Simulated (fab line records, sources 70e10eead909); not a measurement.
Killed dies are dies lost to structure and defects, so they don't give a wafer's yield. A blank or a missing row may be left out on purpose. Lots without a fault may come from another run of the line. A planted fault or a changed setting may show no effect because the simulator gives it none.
Chamber matching | flow nand_harc | NHARC_A_CHANNEL_FILL_D2_ETCHBACK_19 on rie_si-04: 4 sister chambers
The step etches the open film in HBr/Cl2, target depth 5 nm, time 1.7 s. 14 wafers are shown with their chamber, then 7 later ones without.

WAFERS WITH THEIR CHAMBER
wafer  | chamber | oes_product_au (a.u.) | throttle_valve_pct (%) | mfc_cl2_sccm (sccm)
L393.1 | 0       | 1.015                 | 26.390                 | 49.73
L393.2 | 3       | 1.019                 | 26.409                 | 49.80
L393.4 | 1       | 0.978                 | 26.409                 | 50.07
L395.2 | 2       | 1.025                 | 26.406                 | 50.07
L395.4 | 1       | 1.002                 | 26.413                 | 49.90
L395.5 | 1       | 1.004                 | 26.411                 | 50.05
L397.2 | 3       | 1.020                 | 26.412                 | 49.90
L397.5 | 3       | 1.010                 | 26.406                 | 49.81
L397.6 | 2       | 1.016                 | 26.399                 | 50.01
L398.1 | 2       | 1.012                 | 26.390                 | 49.92
L398.5 | 2       | 1.013                 | 26.423                 | 50.28
L398.6 | 1       | 0.995                 | 26.412                 | 49.67
L400.2 | 3       | 1.009                 | 26.411                 | 50.19
L400.3 | 1       | 0.984                 | 26.405                 | 49.99

SIGNATURES (means of the wafers above)
reading            | chamber 0 | chamber 1 | chamber 2 | chamber 3 | scatter within a chamber
oes_product_au     | 1.01500   | 0.99260   | 1.01650   | 1.01450   | 0.00847
throttle_valve_pct | 26.39000  | 26.41000  | 26.40450  | 26.40950  | 0.00804
mfc_cl2_sccm       | 49.7300   | 49.9360   | 50.0700   | 49.9250   | 0.166
Rule: a wafer's distance from a chamber is the root of the sum, over the readings, of the square of ((its reading less the chamber's mean) divided by the reading's scatter). The wafer belongs to the nearest chamber; if the next one is less than 2 further off, it can't be placed. The scatter: the root of (the sum of the squares of (reading less its chamber's mean) over the shown wafers, divided by (wafers less chambers)).

WAFERS WITHOUT THEIR CHAMBER
wafer  | oes_product_au (a.u.) | throttle_valve_pct (%) | mfc_cl2_sccm (sccm)
L400.5 | 1.007                 | 26.397                 | 50.01
L407.1 | 0.969                 | 26.407                 | 50.21
L407.3 | 0.984                 | 26.400                 | 49.97
L407.4 | 0.988                 | 26.402                 | 50.19
L412.1 | 0.976                 | 26.396                 | 49.75
L412.3 | 1.000                 | 26.403                 | 50.11
L412.6 | 1.020                 | 26.399                 | 49.96

WHICH CHAMBER EACH WENT THROUGH
wafer  | from the rows above               | in truth
L400.5 | can't be placed: 2 or 3 or 0 or 1 | 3
L407.1 | 1                                 | 1
L407.3 | 1                                 | 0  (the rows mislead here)
L407.4 | can't be placed: 1 or 2 or 3      | 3
L412.1 | can't be placed: 1 or 0           | 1
L412.3 | can't be placed: 1 or 2 or 3 or 0 | 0
L412.6 | can't be placed: 2 or 3 or 0      | 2
Placed correctly: 1 of 7. Can't be placed from these rows: 5 (the true chamber is among the candidates in 5). Placed wrongly: 1.
